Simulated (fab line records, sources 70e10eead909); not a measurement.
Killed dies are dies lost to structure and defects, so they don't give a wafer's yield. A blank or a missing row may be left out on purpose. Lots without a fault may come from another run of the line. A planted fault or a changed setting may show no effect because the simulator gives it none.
A struck lot beside a sound one | flow nand_harc | 17 steps out of a route of 1302
Sound: wafers L766.2, L766.5, L766.6. Struck: wafers L775.1, L775.4, L775.5. The cause comes at the end.
At each step with rows: each side's tool, then ch and its chambers, then its first start. Under that, the readings that differ: sound wafers | struck wafers | difference of the means | sigmas: that difference in standard deviations of wafers without a fault.
alike: readings whose means differ by less than 2 such deviations, and words and numbers that are the same on both sides. not compared: withheld readings, readings that some wafer has no value for, bounds like >300 that may hide the same value, and numbers for which the record gives no deviation and whose values overlap.
The two part at a step that has a row with sigmas, a row that says differs or no value, or rows on one side only. Numbers that don't overlap but have no deviation are shown without sigmas and don't part them. A reading that every wafer of one side lacks parts them only if that side has two wafers or more.

NHARC_P_GATE_CD_MEAS_59: target cd 720 nm.
  sound on cd_sem-02 ch 0, day 7 03:16; struck on cd_sem-02 ch 0, day 11 06:30
  alike: cd_nm
then, 1 step without rows for these wafers: NHARC_P_GATE_HARDBAKE_60 (time 80 s).
NHARC_P_GATE_DESCUM_61: chemistry O2, time 3 s.
  sound on rie_diel-10 ch 0,3, day 7 03:25; struck on rie_diel-09 ch 2,3, day 11 06:41
  alike: chamber_pressure_mTorr, drypump_motor_current_A, o2_flow_sccm, oes_product_au, rf_vpp_V, showerhead_plenum_p_Torr, throttle_valve_pct
  not compared: rf_hours_counter_h
then, 1 step without rows for these wafers: NHARC_P_GATE_IMPLANT_62.
NHARC_P_GATE_STRIP_112: strips in N2/H2, time 200 s.
  sound on plasma_asher-01 ch 0,1, day 7 06:47; struck on plasma_asher-01 ch 0,1, day 11 07:03
  alike: drypump_motor_current_A, heater_power_w
  not compared: rf_hours_counter_h
NHARC_P_GATE_STRIP_76: strips in O2.
  sound on plasma_asher-01 ch 0,1, day 7 07:01; struck on plasma_asher-01 ch 0,1, day 11 07:19
  alike: drypump_motor_current_A, heater_power_w
  not compared: rf_hours_counter_h
then, 6 steps without rows for these wafers: NHARC_P_GATE_STRIP_63 (strips in SPM, time 900 s); NHARC_P_GATE_DEHYDRATE_83 (time 120 s); NHARC_P_GATE_HMDS_84 (time 30 s); NHARC_P_GATE_COAT_85; NHARC_P_GATE_SOFTBAKE_86 (time 95 s); NHARC_P_GATE_EBR_87.
NHARC_P_GATE_EXPOSE_88: exposes mask P HVN, target cd 2000 nm.
  sound on krf_scanner-02 ch 0, day 7 07:46; struck on krf_scanner-01 ch 0, day 11 08:05
  reading | sound                   | struck                           | difference | sigmas
  mask    | P_HVN#0 P_HVN#0 P_HVN#0 | P_HVN_R1#0 P_HVN_R1#0 P_HVN_R1#0 | differs    |
  alike: reticle_temp_C
then, 2 steps without rows for these wafers: NHARC_P_GATE_PEB_89 (peb time 85 s); NHARC_P_GATE_DEVELOP_90 (time 70 s).
NHARC_P_GATE_CD_MEAS_91: target cd 2000 nm.
  sound on cd_sem-02 ch 0, day 7 07:55; struck on cd_sem-02 ch 0
  reading    | sound                | struck               | difference | sigmas
  cd_nm (nm) | 1999.3 1998.9 1998.0 | 1876.8 1879.6 1877.5 | -120.8     | -67
  not compared: hold
NHARC_END_SORT_01:
  the record has rows for the sound wafers here (prober-02 ch 0, day 26 01:45) and none for the struck ones

WHERE THEY PART
First at NHARC_P_GATE_EXPOSE_88; last, within this record, at NHARC_END_SORT_01.

WHY: what the simulator had put in
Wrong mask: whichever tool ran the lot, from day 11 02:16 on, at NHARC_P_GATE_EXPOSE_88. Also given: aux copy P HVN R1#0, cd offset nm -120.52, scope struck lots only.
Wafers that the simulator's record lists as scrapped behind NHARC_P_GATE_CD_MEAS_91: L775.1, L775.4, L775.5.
